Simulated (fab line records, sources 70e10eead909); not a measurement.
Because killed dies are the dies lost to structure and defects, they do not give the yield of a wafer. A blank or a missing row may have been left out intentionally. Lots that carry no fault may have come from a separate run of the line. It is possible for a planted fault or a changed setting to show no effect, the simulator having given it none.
fab line records    flow nand_harc
[record] lots = 13  wafers = 39  last_day = 33
route steps=1302 shown A_CHANNEL_FILL_D2@613 A_STAIRCASE@645 END@1302
lots that met no fault: taken from a fault-free run of the same line
start_h: the number of hours between the record's first day and the start of the first shown wafer of the lot    wait_h: hours elapsed since this lot's preceding step    " identical to the entry in the row above    L1.1+2: a single row standing in for several wafers    - no value, or no start given    * or withheld: withheld    < > ~ a bound
route shown NAME@n: names a module that has steps shown in the file, with the first one's number in the route    usual: the fault-free wafers' mean and standard deviation    same: alike in all rows    chamber/n: place in a boat    sites: per-site readings    _std_site: the values' standard deviation    _edge_site: inner sites' mean taken away from outer sites' mean    radius_mm: for every site, how far away it sits from the centre of the wafer    mask NAME#n: copy n    behind: the tool/chamber that last shaped the wafer    hold: what put the lot on hold/how long, in hours/how the hold closed    device: which transistor (n, p or np) failed to switch    end of line: tests of these same wafers at the route's end    a step with no rows: only its recipe    killed: at the first sort, the dies lost to defects and structure; wafer yield is something else    map: dies across one wafer; x = killed, . = not, _ = none there
set.NAME: the setting the step ran with; set.NAME@STEP: the setting that earlier step ran with    model.NAME: the simulator's own value behind a step, which no gauge read
a sample of lots followed through the steps of the route, with each step as a table and each wafer as a row
services: from which hour (start_h, from the record's first day; less than 0 if before it) a tool's chamber was out of use, for how many hours, and why
[[steps]]
[step NHARC_A_CHANNEL_FILL_D2_ALD_03]
[recipe] target_thk_a = 60  pulse_time_s = 60  ald_cycles = 58  temp_c = 630  pressure_torr = 2  material = SiNx
[usual] precursor_pulse_height_rel = 0.999/0.02
lot.wafer  tool              chamber  start_h  wait_h  precursor_pulse_height_rel
L851.1     ald_sin_batch-03  0        -        -       0.975
L851.3     "                 0        "        "       0.972
L851.5     "                 0        "        "       1.017
L853.1     ald_sin_batch-02  0        -        -       1.011
L853.3     "                 0        "        "       1.039
L853.4     "                 0        "        "       1.015
L854.2     ald_sin_batch-02  0        -        -       0.984
L854.5     "                 0        "        "       1.005
L854.6     "                 0        "        "       0.966
L855.1     ald_sin_batch-02  0        -        -       0.980
L855.2     "                 0        "        "       0.974
L855.3     "                 0        "        "       0.986
L856.1     ald_sin_batch-01  0        -        -       0.989
L856.4     "                 0        "        "       0.998
L856.6     "                 0        "        "       1.037
L858.1     ald_sin_batch-01  0        -        -       1.026
L858.2     "                 0        "        "       0.986
L858.5     "                 0        "        "       1.010
L859.2     ald_sin_batch-03  0        -        -       1.006
L859.3     "                 0        "        "       0.984
L859.6     "                 0        "        "       1.009
L861.1     ald_sin_batch-01  0        -        -       0.989
L861.2     "                 0        "        "       0.979
L861.4     "                 0        "        "       0.999
L862.1     ald_sin_batch-01  0        -        -       0.981
L862.2     "                 0        "        "       1.011
L862.6     "                 0        "        "       0.972
L863.1     ald_sin_batch-03  0        -        -       1.006
L863.2     "                 0        "        "       1.014
L863.5     "                 0        "        "       0.989
L864.3     ald_sin_batch-03  0        -        -       0.990
L864.5     "                 0        "        "       0.989
L864.6     "                 0        "        "       0.963
L869.1     ald_sin_batch-03  0        -        -       0.978
L869.3     "                 0        "        "       0.939
L869.6     "                 0        "        "       1.029
L873.3     ald_sin_batch-03  0        -        -       0.984
L873.4     "                 0        "        "       0.991
L873.6     "                 0        "        "       1.024
[step NHARC_A_CHANNEL_FILL_D2_ALD_16]
[recipe] target_thk_a = 15  pulse_time_s = 10  ald_cycles = 15  temp_c = 300  material = SiO2
[usual] heater_power_w = 486/57  precursor_pulse_height_rel = 1.000/0.02
lot.wafer  tool       chamber  start_h  wait_h  heater_power_w  precursor_pulse_height_rel
L851.3     ald_hk-02  0        307.86   0.1     477             0.979
L851.1     "          2        "        "       447             1.002
L851.5     "          0        "        "       461             0.986
L854.2     ald_hk-01  0        334.84   0.0     474             0.989
L854.5     "          0        "        "       484             1.000
L854.6     "          1        "        "       556             0.985
L853.4     ald_hk-04  1        334.84   0.0     477             0.995
L853.1     "          2        "        "       531             0.963
L853.3     "          0        "        "       407             1.002
L855.3     ald_hk-04  0        351.30   0.1     413             1.029
L855.2     "          1        "        "       494             1.019
L855.1     "          2        "        "       523             0.940
L856.1     ald_hk-04  2        367.56   0.1     542             1.000
L856.4     "          3        "        "       479             0.977
L856.6     "          0        "        "       411             0.979
L858.1     ald_hk-01  3        395.92   1.8     440             0.976
L858.2     "          0        "        "       468             1.043
L858.5     "          3        "        "       462             0.972
L859.2     ald_hk-01  2        396.08   1.9     601             1.006
L859.3     "          1        "        "       551             1.013
L859.6     "          3        "        "       449             0.982
L861.2     ald_hk-01  2        414.79   0.0     567             0.997
L861.1     "          3        "        "       450             1.006
L861.4     "          1        "        "       568             1.038
L862.1     ald_hk-02  3        418.89   0.1     395             0.992
L862.2     "          0        "        "       452             0.974
L862.6     "          3        "        "       404             1.007
L863.1     ald_hk-01  1        429.79   2.5     552             1.012
L863.2     "          3        "        "       458             1.024
L863.5     "          1        "        "       566             1.003
L864.3     ald_hk-01  0        455.17   0.3     478             1.028
L864.5     "          2        "        "       577             1.002
L864.6     "          3        "        "       437             0.988
L869.3     ald_hk-02  0        497.62   0.0     455             0.982
L869.1     "          1        "        "       427             0.974
L869.6     "          0        "        "       471             1.018
L873.4     ald_hk-04  0        532.97   0.1     407             0.998
L873.3     "          1        "        "       501             1.041
L873.6     "          3        "        "       471             1.026
[step NHARC_A_CHANNEL_FILL_D2_ETCHBACK_08]
[recipe] target_depth_a = 2200  time_s = 110  c4f8_flow_sccm = 20  ar_flow_sccm = withheld  rf_w = 600  bias_w = 300  chemistry = C4F8
[usual] oes_product_au = 0.97/0.038  rf_vpp_V = 439.9/2.9
[same] time_s = 110
lot.wafer  tool         chamber  start_h  wait_h  oes_product_au  rf_hours_counter_h  rf_vpp_V
L851.1     rie_diel-06  1        -        -       1.00            1                   437.3
L851.3     "            2        "        "       0.99            1                   439.8
L851.5     "            1        "        "       1.00            -                   435.9
L853.1     rie_diel-12  2        -        -       1.00            3                   441.4
L853.3     "            3        "        "       1.01            2                   442.7
L853.4     "            0        "        "       1.01            2                   437.2
L854.2     rie_diel-06  1        -        -       0.98            2                   437.5
L854.6     "            1        "        "       0.99            -                   436.9
L854.5     "            2        "        "       0.98            -                   440.0
L855.3     rie_diel-06  0        -        -       0.92            2                   437.1
L855.2     "            1        "        "       0.93            3                   438.5
L855.1     "            2        "        "       0.93            3                   439.3
L856.4     rie_diel-06  1        -        -       0.98            3                   436.9
L856.1     "            2        "        "       0.99            3                   438.5
L856.6     "            2        "        "       0.98            -                   439.6
L858.2     rie_diel-12  2        -        -       0.94            4                   442.5
L858.1     "            0        "        "       0.93            4                   438.1
L858.5     "            2        "        "       0.94            -                   442.6
L859.2     rie_diel-06  0        -        -       0.91            4                   437.4
L859.3     "            1        "        "       0.91            4                   435.3
L859.6     "            3        "        "       0.92            -                   446.2
L861.4     rie_diel-02  3        -        -       1.01            8                   439.4
L861.1     "            0        "        "       1.01            7                   442.5
L861.2     "            1        "        "       1.03            7                   440.5
L862.1     rie_diel-02  2        -        -       0.94            9                   436.4
L862.2     "            3        "        "       0.93            9                   440.8
L862.6     "            2        "        "       0.94            -                   435.9
L863.1     rie_diel-12  3        -        -       0.99            0                   444.2
L863.2     "            1        "        "       1.02            0                   440.5
L863.5     "            0        "        "       1.00            -                   437.6
L864.3     rie_diel-12  3        -        -       0.92            1                   444.6
L864.6     "            0        "        "       0.92            -                   438.4
L864.5     "            1        "        "       0.94            -                   442.2
L869.1     rie_diel-12  3        -        -       0.94            3                   443.2
L869.3     "            0        "        "       0.94            2                   437.8
L869.6     "            0        "        "       0.93            -                   437.3
L873.3     rie_diel-12  1        -        -       0.99            3                   441.7
L873.4     "            3        "        "       1.00            4                   442.8
L873.6     "            2        "        "       0.93            -                   441.4
[step NHARC_A_STAIRCASE_EXPOSE_163]
[recipe] na = 0.5  dose_mj = 20.01  mask_id = STAIR_OPEN
[usual] exposure_dose_mJ_cm2 = 20.011/0.019  focus_offset_nm = 0.1/0.49
lot.wafer  tool            chamber  start_h  wait_h  mask          exposure_dose_mJ_cm2  focus_offset_nm
L851.1     krf_scanner-01  0        346.68   -       STAIR_OPEN#0  20.025                0.7
L851.3     "               0        "        "       STAIR_OPEN#0  20.036                0.0
L851.5     "               0        "        "       STAIR_OPEN#0  20.020                1.3
L853.1     krf_scanner-01  0        371.27   -       STAIR_OPEN#0  20.013                -0.1
L853.3     "               0        "        "       STAIR_OPEN#0  20.017                0.4
L853.4     "               0        "        "       STAIR_OPEN#0  20.006                0.4
L854.2     krf_scanner-02  0        376.72   -       STAIR_OPEN#0  20.031                0.1
L854.5     "               0        "        "       STAIR_OPEN#0  20.035                0.7
L854.6     "               0        "        "       STAIR_OPEN#0  20.035                -0.3
L855.1     krf_scanner-04  0        387.80   -       STAIR_OPEN#0  20.024                -0.6
L855.2     "               0        "        "       STAIR_OPEN#0  19.964                -0.1
L855.3     "               0        "        "       STAIR_OPEN#0  20.008                -0.5
L856.1     krf_scanner-02  0        404.06   -       STAIR_OPEN#0  20.030                0.2
L856.4     "               0        "        "       STAIR_OPEN#0  20.013                0.4
L856.6     "               0        "        "       STAIR_OPEN#0  20.025                0.5
L859.2     krf_scanner-04  0        435.06   -       STAIR_OPEN#0  20.012                0.1
L859.3     "               0        "        "       STAIR_OPEN#0  20.012                -0.3
L859.6     "               0        "        "       STAIR_OPEN#0  20.019                0.9
L858.1     krf_scanner-02  0        435.21   -       STAIR_OPEN#0  19.989                0.0
L858.2     "               0        "        "       STAIR_OPEN#0  20.004                0.0
L858.5     "               0        "        "       STAIR_OPEN#0  20.015                0.2
L861.1     krf_scanner-02  0        452.03   -       STAIR_OPEN#0  20.013                0.1
L861.2     "               0        "        "       STAIR_OPEN#0  20.028                0.0
L861.4     "               0        "        "       STAIR_OPEN#0  20.016                -0.2
L862.1     krf_scanner-04  0        456.50   -       STAIR_OPEN#0  19.998                -0.1
L862.2     "               0        "        "       STAIR_OPEN#0  20.001                -0.3
L862.6     "               0        "        "       STAIR_OPEN#0  20.021                0.1
L863.1     krf_scanner-01  0        466.65   -       STAIR_OPEN#0  19.978                0.0
L863.2     "               0        "        "       STAIR_OPEN#0  19.960                0.3
L863.5     "               0        "        "       STAIR_OPEN#0  19.999                -0.2
L864.3     krf_scanner-02  0        491.11   -       STAIR_OPEN#0  20.031                0.1
L864.5     "               0        "        "       STAIR_OPEN#0  20.025                0.3
L864.6     "               0        "        "       STAIR_OPEN#0  20.022                0.5
L869.1     krf_scanner-04  0        536.03   -       STAIR_OPEN#0  29.611                0.1
L869.3     "               0        "        "       STAIR_OPEN#0  29.610                0.1
L869.6     "               0        "        "       STAIR_OPEN#0  29.620                0.0
L873.3     krf_scanner-04  0        575.20   -       STAIR_OPEN#0  29.564                0.0
L873.4     "               0        "        "       STAIR_OPEN#0  29.546                0.2
L873.6     "               0        "        "       STAIR_OPEN#0  29.561                0.4
[step NHARC_END_SORT_01]
[recipe] temp_c = 25
[usual] killed_at_array = 56/20  killed_at_other = 0.9/1.1  killed_at_periphery = 3.7/3  killed_dies = 61/21  killed_open = 2.9/1.6  killed_short = 2.6/1.4
[same] gross_dies = 677
lot.wafer  tool       chamber  start_h  wait_h  killed_at_array  killed_at_other  killed_at_periphery  killed_dies  killed_open  killed_short
L862.1     prober-01  0        669.60   2.5     82               1                11                   94           3            2
L862.2     prober-01  0        670.40   2.8     65               2                13                   80           3            5
L862.6     prober-01  0        673.60   4.0     92               1                8                    101          3            2
L863.1     prober-02  0        678.69   2.6     49               1                2                    52           2            1
// killed by level:class
L862.1 A_CHANNEL_HOLE_D1:chamber_film_flake=31 A_SLIT:chamber_film_flake=28 A_CHANNEL_HOLE_D2:chamber_film_flake=10 P_STI:chamber_film_flake=4 P_GATE:chamber_film_flake=4 A_CHANNEL_FILL_D1:geometric_particle:short=2 P_M0:chamber_film_flake=2 A_DECK1_JOINT:chamber_film_flake=2
L862.2 A_SLIT:chamber_film_flake=25 A_CHANNEL_HOLE_D1:chamber_film_flake=16 A_CHANNEL_HOLE_D2:chamber_film_flake=10 P_GATE:chamber_film_flake=5 P_M0:chamber_film_flake=4 A_BONDPAD:chamber_film_flake=4 P_STI:chamber_film_flake=3 A_CHANNEL_HOLE_D1:geometric_particle:short=2
L862.6 A_CHANNEL_HOLE_D1:chamber_film_flake=36 A_SLIT:chamber_film_flake=32 A_CHANNEL_HOLE_D2:chamber_film_flake=13 P_M0:chamber_film_flake=5 A_CONTACT:chamber_film_flake=4 P_STI:chamber_film_flake=2 A_WL_FILL:chamber_film_flake=2 A_CHANNEL_HOLE_D1:geometric_particle:open=1
L863.1 A_CHANNEL_HOLE_D1:chamber_film_flake=34 A_CHANNEL_FILL_D1:chamber_film_flake=5 A_CHANNEL_FILL_D2:chamber_film_flake=2 A_STAIRCASE:chamber_film_flake=2 A_SOURCE_PLATE:geometric_particle:open=1 A_ONON_D1:geometric_particle:open=1 A_CHANNEL_FILL_D2:geometric_particle:short=1 P_GATE:chamber_film_flake=1
[[services]]
tool              chamber  start_h  hours  kind
krf_scanner-01    -        282.30   1.8    repair
ald_hk-01         -        299.95   10.0   pm
rie_diel-06       -        307.20   9.0    pm
ald_sin_batch-01  -        320.95   6.6    repair
ald_hk-01         -        321.81   2.1    repair
krf_scanner-04    -        359.62   4.0    pm
ald_hk-01         -        367.23   0.8    repair
krf_scanner-04    -        369.42   2.2    repair
rie_diel-06       0        374.64   2.6    repair
ald_hk-04         -        432.67   10.0   pm
krf_scanner-02    -        438.00   4.0    pm
rie_diel-12       -        445.40   9.0    pm
krf_scanner-02    -        447.89   1.9    repair
ald_hk-01         -        477.95   10.0   pm
rie_diel-06       -        484.20   9.0    pm
ald_sin_batch-01  -        506.00   26.0   pm
rie_diel-12       -        509.29   2.0    repair
krf_scanner-04    -        510.30   1.3    repair
krf_scanner-02    -        519.72   0.3    repair
krf_scanner-04    -        531.62   4.0    pm
rie_diel-12       -        534.46   0.4    repair
rie_diel-12       2        558.57   5.1    repair
rie_diel-12       1        560.37   3.8    repair
krf_scanner-02    -        569.83   6.9    repair
[[key]]
[first_sign] step = NHARC_A_STAIRCASE_EXPOSE_163  reading = exposure_dose_mJ_cm2  direction = up  sigmas = 99+  usual = 20.011  struck = 29.585
effect none on later readings
met_at NHARC_A_STAIRCASE_EXPOSE_163
struck_lots L869,L873
tester_left_out L869,L873
not_acting_at NHARC_A_CHANNEL_FILL_D2_ALD_03,NHARC_A_CHANNEL_FILL_D2_ALD_16,NHARC_A_CHANNEL_FILL_D2_ETCHBACK_08
onset_between 456.50 536.03
[fault] kind = process_parameter_drift  tool = krf_scanner-04  chamber = -  onset_h = 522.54  steps = NHARC_A_STAIRCASE_EXPOSE_163  channel = dose_mj  offset = 9.568  shape = step  acts_in = these_recipes_only  stated = 20.01
// tester_left_out: of these lots the tester's yield and bins aren't shown, on N5 and GAA mostly nor the transistor test; their killed dies are dies lost to structure and defects alone, not to doping, threshold or leakage, so they don't give the yield
